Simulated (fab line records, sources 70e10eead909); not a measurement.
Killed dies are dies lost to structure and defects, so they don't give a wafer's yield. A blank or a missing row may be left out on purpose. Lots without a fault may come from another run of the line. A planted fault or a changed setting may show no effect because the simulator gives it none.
Chamber matching | flow nand_harc | NHARC_A_WL_FILL_ALD_10 on ald_hk-03: 4 sister chambers
The step deposits SiO2, target thk 50 nm, pulse time 10 s, ald cycles 500. 8 wafers are shown with their chamber, then 10 later ones without.

WAFERS WITH THEIR CHAMBER
wafer  | chamber | heater_power_w (W) | susceptor_temp_C (C)
L077.5 | 2       | 445                | 299.97
L081.1 | 0       | 484                | 300.06
L081.4 | 1       | 479                | 300.25
L084.3 | 2       | 453                | 300.03
L084.2 | 0       | 476                | 300.08
L084.6 | 1       | 485                | 300.43
L088.1 | 3       | 482                | 300.04
L088.5 | 3       | 487                | 300.31

WAFERS WITHOUT THEIR CHAMBER
wafer  | heater_power_w (W) | susceptor_temp_C (C)
L088.6 | 487                | 300.23
L093.2 | 500                | 300.25
L093.3 | 451                | 299.96
L093.4 | 460                | 299.88
L094.3 | 459                | 300.18
L094.5 | 465                | 300.17
L094.6 | 487                | 299.90
L095.1 | 443                | 299.93
L095.3 | 486                | 299.93
L095.4 | 489                | 300.20

WHICH CHAMBER EACH WENT THROUGH
wafer  | from the rows above               | in truth
L088.6 | can't be placed: 3 or 1 or 0      | 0
L093.2 | can't be placed: 3 or 1 or 0      | 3
L093.3 | 2                                 | 2
L093.4 | can't be placed: 2 or 0           | 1
L094.3 | can't be placed: 2 or 0           | 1
L094.5 | can't be placed: 0 or 2 or 1 or 3 | 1
L094.6 | can't be placed: 0 or 3 or 1      | 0
L095.1 | 2                                 | 2
L095.3 | can't be placed: 0 or 3 or 1      | 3
L095.4 | can't be placed: 3 or 1 or 0      | 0
Placed correctly: 2 of 10. Can't be placed from these rows: 8 (the true chamber is among the candidates in 6). Placed wrongly: 0.
How it was worked out, from the rows above alone: a wafer's distance from a chamber is the root of the sum, over the readings, of the square of ((its reading less the chamber's mean) divided by the reading's scatter). The wafer belongs to the nearest chamber; if the next one is less than 2 further off, it can't be placed. A chamber's mean is the mean of its shown wafers. The scatter: the root of (the sum of the squares of (reading less its chamber's mean) over the shown wafers, divided by (wafers less chambers)).
